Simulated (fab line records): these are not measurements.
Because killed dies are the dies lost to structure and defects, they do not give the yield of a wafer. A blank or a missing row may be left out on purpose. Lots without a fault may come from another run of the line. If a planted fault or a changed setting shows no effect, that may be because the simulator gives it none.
Problem report in the 8D (eight disciplines) form, filled by code || flow nandHarc || the parts of the form that need people (team, actions taken, sign-off) are left out

## 1. THE ISSUE
runLengthS at NHARC_A_BONDPAD_ETCH_34 reads a mean of 67.2 s on 3 wafers of 2 lots; wafers without a fault read 87.2 s with a standard deviation of 0.46. That is -43 standard deviations from the usual mean.
The step: etches the open film in N2/H2, target depth 60 nm, overetch 18 nm, time 65.91 s.
First seen on wafer L185.2, day 26 03:48, on rieDiel-08. The record holds 39 wafers of 13 lots with a number at this step. Rule for "out", or "out of limits": more than 4 standard deviations from the usual mean. Any other wafer with a number is counted as sound.

## 2. WHAT IT IS; WHAT IT IS NOT
{"question": "which readings at this step", "is": "runLengthS", "is not": "drypumpMotorCurrentA, oesProductAu, rfVppV, showerheadPlenumPTorr, throttleValvePct"}
{"question": "which lots", "is": "L185, L188", "is not": "L178, L179, L180, L181, L182, L183, L192, L193, L195, L198, L201"}
{"question": "which wafers of those lots", "is": "L185.2, L188.4, L188.6", "is not": "L185.1, L185.5, L188.5"}
{"question": "read on which tools", "is": "rieDiel-08", "is not": "rieDiel-06, rieDiel-07"}
{"question": "when", "is": "from day 26 03:48", "is not": "up to then (20 sound wafers); but 16 sound wafers of L188, L192, L193, L195, L198, L201 came after"}

## 3. THE SUSPECTS, EACH WITH WHAT RULES IT OUT
Counting: if a tool at a process step up to the reading ran every lot that is out, it stays a suspect. Sound lots after the first of them don't rule it out here, since some wafers of a struck lot are sound.
- rieDiel-08 at NHARC_A_BONDPAD_ETCH_34 (etches the open film in N2/H2, target depth 60 nm, overetch 18 nm, time 65.91 s): kept. It ran every lot that is out, first L185 (day 26 03:48); its last sound lot up to then is L183 (day 24 18:32). Out on those wafers are its own readings of runLengthS.
- The sound lot-mates ran in chamber 1 of rieDiel-08 at NHARC_A_BONDPAD_ETCH_34, but the wafers that are out ran in chamber 0.
The count leaves rieDiel-08 at NHARC_A_BONDPAD_ETCH_34.

## 4. THE CAUSE (what the simulator had put in)
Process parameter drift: rieDiel-08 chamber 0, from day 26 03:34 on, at NHARC_A_BONDPAD_ETCH_34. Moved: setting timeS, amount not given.
Only this tool survived the counting.

## 5. THE CHAIN OF EFFECTS, in route order
One row per reading whose mean, taken over the struck wafers that have a number, lies over 3 standard deviations from the usual. Scope: only readings with a usual standard deviation given in the record; hours: median across lots of the time from each lot's start at the first step in this table that gives one to its start at this step; sigmas: change in usual standard deviations.
{"hours": 0, "step": "NHARC_A_BONDPAD_ETCH_34", "reading": "runLengthS", "usual": "87.2 s", "on struck wafers": 67.2, "change": -20.0, "sigmas": -43}
It contains these process steps:
- NHARC_A_BONDPAD_ETCH_34: etches the open film in N2/H2, target depth 60 nm, overetch 18 nm, time 65.91 s.

## 6. WHAT WOULD HAVE CAUGHT IT SOONER
0 hours passed between the start of the fault at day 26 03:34 and the first reading out of limits in this record, taken at day 26 03:48.
